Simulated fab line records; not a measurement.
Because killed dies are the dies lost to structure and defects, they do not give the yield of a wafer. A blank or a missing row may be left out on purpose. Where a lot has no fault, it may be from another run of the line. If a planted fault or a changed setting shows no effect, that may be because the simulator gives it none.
Struck lot and sound lot, side by side + flow n5Finfet + 36 steps out of a route of 1938
Sound: these wafers, L636.1, L636.2, L636.4. Struck: wafers L641.3, L641.5, L641.6. The cause comes at the end.
At each step with rows: each side's tool, then ch and its chambers, then its first start. Under that, the readings that differ: sound wafers + struck wafers + difference of the means + sigmas: that difference in standard deviations of wafers without a fault.
alike: words and numbers the same on both sides, and readings whose means are apart by under 2 such deviations; not compared: readings that were withheld, readings missing a value for some wafer, numbers with overlapping values and no deviation given by the record, and bounds like >300 which may hide the same value.
A row with sigmas, a row that says differs or no value, or rows on one side alone: a step with any of these is where the two part. When numbers do not overlap yet have no deviation, they are printed without sigmas and do not part them. A reading missing from all wafers of one side parts the sides only when that side holds two or more wafers.

first, 9 steps without rows for these wafers: N5_BEOL_M4_ANNEAL_95 (time 240 s); N5_BEOL_M4_SPUTTER_96 (material Cu, target thk 4.5 nm, time 8.29 s); N5_BEOL_M4_ECD_50 (material Cu, target thk 300 nm); N5_BEOL_M4_ANNEAL_51 (time 90 s); N5_BEOL_M4_CMP_52 (polishes, stops on SiOC, t overpolish 6.8 s, target thk 40 nm); N5_BEOL_M4_PRE_CLEAN_60 (time 15 s); N5_BEOL_M4_CO_CAP_55 (material Co, precursor CCTBA/H2, target thk 2 nm, time 102.1 s); N5_BEOL_M4_PRE_CLEAN_56 (time 15 s); N5_BEOL_M4_DEP_57 (deposits SiCN from 3MS/NH3, target thk 8 nm, time 14 s).
N5_BEOL_M4_RC_MEAS_101:
  sound on prober-02 ch 0, day 10 06:02; struck on prober-02 ch 0, day 11 04:13
  alike: DIBL_N, DIBL_P, IOFF_N, IOFF_P, ION_N, ION_P, SS_N, SS_P, VT_N, VT_P
then, 24 steps without rows for these wafers: N5_BEOL_M5_ILD_DEP_00 (deposits SiCOH lowk from DEMS/porogen, target thk 140.64 nm, time 25.9 s); N5_BEOL_M5_CURE_79 (cures SiCOH lowk, time 240 s); N5_BEOL_M5_PECVD_70 (deposits SiO2 from TEOS/O2, target thk 16 nm, time 18 s); N5_BEOL_M5_HM_DEP_02 (deposits TiN, target thk 20 nm); N5_BEOL_M5_COAT_59 (time 60 s, resist thk 60 nm); N5_BEOL_M5_COAT_60 (time 60 s, resist thk 12 nm); N5_BEOL_M5_COAT_71 (time 60 s, resist thk 5 nm); N5_BEOL_M5_COAT_05 (resist thk 30 nm); N5_BEOL_M5_EBR_07; N5_BEOL_M5_SOFTBAKE_06 (time 60 s); N5_BEOL_M5_EXPOSE_08 (exposes mask M5, target cd 28 nm); N5_BEOL_M5_PEB_09 (peb time 60 s); N5_BEOL_M5_DEVELOP_10 (develop time 30 s); N5_BEOL_M5_DESCUM_16 (chemistry O2, time 7 s); N5_BEOL_M5_ETCH_72 (etches underlayer in N2/H2, target depth 6.5 nm, time 5.2 s); N5_BEOL_M5_ETCH_61 (etches SiARC in CF4, target depth 15.6 nm, time 26 s); N5_BEOL_M5_ETCH_62 (etches SOC in N2/H2, target depth 75 nm, overetch 15 nm, time 112.5 s); N5_BEOL_M5_STRIP_63 (strips in N2/H2); N5_BEOL_M5_STRIP_73 (strips in N2/H2); N5_BEOL_M5_STRIP_64 (strips in CF4); N5_BEOL_M5_HM_OPEN_17 (chemistry Cl2/BCl3, target TiN, target depth 20 nm, overetch 6 nm); N5_BEOL_M5_STRIP_19 (strips in O2); N5_BEOL_M5_COAT_65 (time 60 s, resist thk 60 nm); N5_BEOL_M5_COAT_66 (time 60 s, resist thk 12 nm).
-- the record jumps here: 3 days lie between the struck wafers' starts before and after (it left off in module BEOL_M5 and takes up again in module BEOL_M13, whose first step shown is number 1694 of the route) --
N5_BEOL_M13_ETCH_68: etches SOC in N2/H2, time 355 s.
  sound on rieDiel-05 ch 0,1,2, day 13 04:31; struck on rieDiel-05 ch 0,1,3, day 14 05:59
  no value came back on the struck wafers for any of 8 readings (biasW (W), chamberPressureMTorr (mTorr) and others); on the sound wafers biasW (W) reads 351.2 349.0 348.6
| reading                                    | sound          | struck          | difference | sigmas |
|--------------------------------------------|----------------|-----------------|------------|--------|
| model.coat_of_BEOL_M13_COAT_22.thkNm (nm)  | 0 0 0          | 211.2 210.2 211 | +210.8     |        |
| model.SiARC_of_BEOL_M13_COAT_66.thkNm (nm) | 77.4 78.2 77.2 | 110.4 110 110.4 | +32.7      |        |
N5_PASSIVATION_PROBE_49:
  only the struck wafers here have rows in the record (prober-02, day 15 15:31); the sound ones have none

WHERE THEY PART
Last at N5_PASSIVATION_PROBE_49 as far as this record goes, first at N5_BEOL_M13_ETCH_68.

WHY: whatever the simulator had introduced
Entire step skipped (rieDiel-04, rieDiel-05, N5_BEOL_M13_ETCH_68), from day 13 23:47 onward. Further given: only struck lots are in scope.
